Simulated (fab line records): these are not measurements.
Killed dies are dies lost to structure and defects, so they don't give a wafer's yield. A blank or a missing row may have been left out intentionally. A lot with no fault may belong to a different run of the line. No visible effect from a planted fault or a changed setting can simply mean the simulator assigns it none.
Split-lot trial / flow n5_finfet / route with 1938 steps; 7 lots, 21 wafers read

== ABOUT THE SPLIT ==
At N5_BEOL_M2_DESCUM_16 (chemistry O2, time 7 s), the setting time_s was moved away from the recipe's 7 s on 6 of the 21 wafers read, by -18.3% to +18.4%. For the rest of the wafers, this setting stayed at what the recipe calls for.

The reading is taken at the split's own step.

== THE READING ==
CAR-EUV_of_BEOL_M2_COAT_05.thk_nm (the simulator's own value, which no gauge read), in nm, at N5_BEOL_M2_DESCUM_16 (chemistry O2, time 7 s). The file gives no usual value for it. The 15 wafers here that ran the recipe average 26.0 nm, standard deviation 0.1 nm.

wafer=L074.4; tool, chamber at the split=rie_diel-02, 3,2; time_s as run, s=8.287; against the recipe=+18.4%; CAR-EUV_of_BEOL_M2_COAT_05.thk_nm, nm=25.4; against lot-mates on the recipe=-0.6
wafer=L074.5; tool, chamber at the split=rie_diel-02, 3,2; time_s as run, s=8.287; against the recipe=+18.4%; CAR-EUV_of_BEOL_M2_COAT_05.thk_nm, nm=25.4; against lot-mates on the recipe=-0.6
wafer=L074.6; tool, chamber at the split=rie_diel-02, 0; time_s as run, s=7; against the recipe=recipe; CAR-EUV_of_BEOL_M2_COAT_05.thk_nm, nm=26; against lot-mates on the recipe=-
wafer=L075.2; tool, chamber at the split=rie_diel-02, 0; time_s as run, s=7; against the recipe=recipe; CAR-EUV_of_BEOL_M2_COAT_05.thk_nm, nm=26; against lot-mates on the recipe=-
wafer=L075.4; tool, chamber at the split=rie_diel-02, 3,2; time_s as run, s=5.716; against the recipe=-18.3%; CAR-EUV_of_BEOL_M2_COAT_05.thk_nm, nm=26.8; against lot-mates on the recipe=+0.8
wafer=L075.6; tool, chamber at the split=rie_diel-02, 3,2; time_s as run, s=5.716; against the recipe=-18.3%; CAR-EUV_of_BEOL_M2_COAT_05.thk_nm, nm=26.8; against lot-mates on the recipe=+0.8
wafer=L078.2; tool, chamber at the split=rie_diel-04, 2; time_s as run, s=7; against the recipe=recipe; CAR-EUV_of_BEOL_M2_COAT_05.thk_nm, nm=26; against lot-mates on the recipe=-
wafer=L078.3; tool, chamber at the split=rie_diel-04, 3; time_s as run, s=7; against the recipe=recipe; CAR-EUV_of_BEOL_M2_COAT_05.thk_nm, nm=25.8; against lot-mates on the recipe=-
wafer=L078.5; tool, chamber at the split=rie_diel-04, 1; time_s as run, s=7; against the recipe=recipe; CAR-EUV_of_BEOL_M2_COAT_05.thk_nm, nm=26.2; against lot-mates on the recipe=-
wafer=L080.4; tool, chamber at the split=rie_diel-06, 2; time_s as run, s=7; against the recipe=recipe; CAR-EUV_of_BEOL_M2_COAT_05.thk_nm, nm=25.8; against lot-mates on the recipe=-
wafer=L080.5; tool, chamber at the split=rie_diel-06, 0,1; time_s as run, s=7; against the recipe=recipe; CAR-EUV_of_BEOL_M2_COAT_05.thk_nm, nm=26; against lot-mates on the recipe=-
wafer=L080.6; tool, chamber at the split=rie_diel-06, 0,1; time_s as run, s=7; against the recipe=recipe; CAR-EUV_of_BEOL_M2_COAT_05.thk_nm, nm=26; against lot-mates on the recipe=-
wafer=L083.2; tool, chamber at the split=rie_diel-04, 0,2; time_s as run, s=7; against the recipe=recipe; CAR-EUV_of_BEOL_M2_COAT_05.thk_nm, nm=26; against lot-mates on the recipe=-
wafer=L083.3; tool, chamber at the split=rie_diel-04, 0,2; time_s as run, s=7; against the recipe=recipe; CAR-EUV_of_BEOL_M2_COAT_05.thk_nm, nm=26; against lot-mates on the recipe=-
wafer=L083.4; tool, chamber at the split=rie_diel-04, 3; time_s as run, s=7.612; against the recipe=+8.7%; CAR-EUV_of_BEOL_M2_COAT_05.thk_nm, nm=25.6; against lot-mates on the recipe=-0.4
wafer=L085.2; tool, chamber at the split=rie_diel-06, 0; time_s as run, s=7; against the recipe=recipe; CAR-EUV_of_BEOL_M2_COAT_05.thk_nm, nm=26.2; against lot-mates on the recipe=-
wafer=L085.3; tool, chamber at the split=rie_diel-06, 2,3; time_s as run, s=7; against the recipe=recipe; CAR-EUV_of_BEOL_M2_COAT_05.thk_nm, nm=26; against lot-mates on the recipe=-
wafer=L085.4; tool, chamber at the split=rie_diel-06, 2,3; time_s as run, s=7; against the recipe=recipe; CAR-EUV_of_BEOL_M2_COAT_05.thk_nm, nm=26; against lot-mates on the recipe=-
wafer=L086.3; tool, chamber at the split=rie_diel-06, 3,0; time_s as run, s=7; against the recipe=recipe; CAR-EUV_of_BEOL_M2_COAT_05.thk_nm, nm=26; against lot-mates on the recipe=-
wafer=L086.5; tool, chamber at the split=rie_diel-06, 3,0; time_s as run, s=7; against the recipe=recipe; CAR-EUV_of_BEOL_M2_COAT_05.thk_nm, nm=26; against lot-mates on the recipe=-
wafer=L086.6; tool, chamber at the split=rie_diel-06, 3; time_s as run, s=5.799; against the recipe=-17.2%; CAR-EUV_of_BEOL_M2_COAT_05.thk_nm, nm=26.8; against lot-mates on the recipe=+0.8
Where a row lists several chambers, the file gives one row for several wafers and doesn't say which wafer went through which chamber.

FIT RESULTS
A straight line over all 21 wafers: CAR-EUV_of_BEOL_M2_COAT_05.thk_nm changes by -0.0398 nm for each +1% of time_s; r = -0.96; the points scatter about the line by 0.11 nm.
The same after taking each lot's own level away (the mean of its wafers on the recipe; 21 wafers): -0.0398 nm for each +1%; r = -0.97; scatter 0.098 nm.
The reading moves by 0.73 nm for the largest change in time_s, on that fit.
Across the lots, their own levels run from 25.93 to 26.07 nm, a range of 1.3 times the standard deviation given above.
So the lot-to-lot level changes the slope little: the two slopes agree.
Check: -0.747 nm against its lot-mates is what the line predicts for one of the wafers moved furthest among these (+18.4%) when that wafer is left out of the fit. Against them it came out at -0.6 nm.

== OTHER SPLITS ON THESE WAFERS ==
Other splits were also applied to these wafers ahead of the reading. Each is held against what the fit with the lots' levels taken away leaves over:
other split on the same wafers=N5_BEOL_M2_COAT_62 spin_rpm; wafers away from the commonest value=10; r with CAR-EUV_of_BEOL_M2_COAT_05.thk_nm (lot level and that fit taken away)=-0.06
other split on the same wafers=N5_BEOL_M2_EXPOSE_08 dose_mj; wafers away from the commonest value=5; r with CAR-EUV_of_BEOL_M2_COAT_05.thk_nm (lot level and that fit taken away)=+0.36

== FILE'S OWN FIT ==
CAR-EUV_of_BEOL_M2_COAT_05.thk_nm changes by -0.0411 nm for each +1% of time_s, r = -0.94.
